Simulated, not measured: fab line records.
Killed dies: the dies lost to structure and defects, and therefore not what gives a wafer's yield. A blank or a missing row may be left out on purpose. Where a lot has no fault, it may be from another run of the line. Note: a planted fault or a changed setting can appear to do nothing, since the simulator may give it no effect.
A single fault, viewed from 2 desks + flow n5 finfet + numbers are kept per desk, each desk with only its own; the story behind them comes last

## THE TOOL OWNER'S DESK: litho track-02
The tool's own readings at N5_BEOL_M1_COAT_61 (time 60 s, resist thk 60 nm): means of the sampled wafers that have a number, for each lot that ran on this tool. A lot is out of limits, marked OUT, if its mean lies more than 4 standard deviations from the usual mean; the brackets give that distance.
Columns: A = spin speed rpm at N5_BEOL_M1_COAT_61, usual 1500.3 rpm
| lot  | first seen here | A                |
|------|-----------------|------------------|
| L677 | day 7 12:07     | 1499.7           |
| L681 | day 8 15:56     | 1542.3 (+35) OUT |
| L682 | day 8 18:23     | 1540.5 (+33) OUT |
Finding of this desk: L681, L682 out of limits; the first was L681 at day 8 15:56, on spin speed rpm at N5_BEOL_M1_COAT_61. L677 stayed within limits.

## AT THE METROLOGY DESK
Means of the sampled wafers that have a number, per lot and without regard to the tool the lot ran on: this is what the gauges read. A lot is out of limits, marked OUT, if its mean lies more than 4 standard deviations from the usual mean; the brackets give that distance. 7 of its 10 readings are shown, namely those furthest out on some lot.
Columns: A = DIBL_N at N5_BEOL_M4_RC_MEAS_101, usual 36.3 mV/V; B = DIBL_P at N5_BEOL_M4_RC_MEAS_101, usual 36.3 mV/V; C = IOFF_N at N5_BEOL_M4_RC_MEAS_101, usual 0.160 nA/um; D = IOFF_P at N5_BEOL_M4_RC_MEAS_101, usual 0.210 nA/um; E = ION_N at N5_BEOL_M4_RC_MEAS_101, usual 675 uA/um; F = ION_P at N5_BEOL_M4_RC_MEAS_101, usual 462 uA/um; G = VT_P at N5_BEOL_M4_RC_MEAS_101, usual -250.1 mV
| lot  | first seen here | A    | B    | C     | D     | E   | F   | G      |
|------|-----------------|------|------|-------|-------|-----|-----|--------|
| L677 | day 10 05:02    | 37.7 | 37.3 | 0.176 | 0.224 | 687 | 466 | -250.3 |
| L681 | day 12 02:44    | 36.8 | 35.8 | 0.170 | 0.238 | 679 | 471 | -245.6 |
| L682 | day 12 19:17    | 35.5 | 35.4 | 0.142 | 0.196 | 669 | 459 | -253.4 |
| L689 | day 15 02:09    | 37.6 | 38.2 | 0.178 | 0.232 | 683 | 468 | -248.7 |
This desk's verdict: no lot among the 4 shows anything out of limits.

## PUT TOGETHER
On L681, L682, at day 8 15:56, an alarm was possible from the tool owner's desk.
The metrology desk saw nothing out of limits.
The metrology desk holds a record of L681, L682, inside its limits.
All the named lots went through N5_BEOL_M1_COAT_61 on litho track-02.

## WHAT WAS PUT IN BY THE SIMULATOR
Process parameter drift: litho track-02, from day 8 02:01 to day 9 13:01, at N5_BEOL_M1_COAT_61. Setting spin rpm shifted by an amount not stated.
Lots struck among those shown: L681, L682.
Time in hours from fault onset to the first out-of-limits reading at each desk: the tool owner's desk, 14.
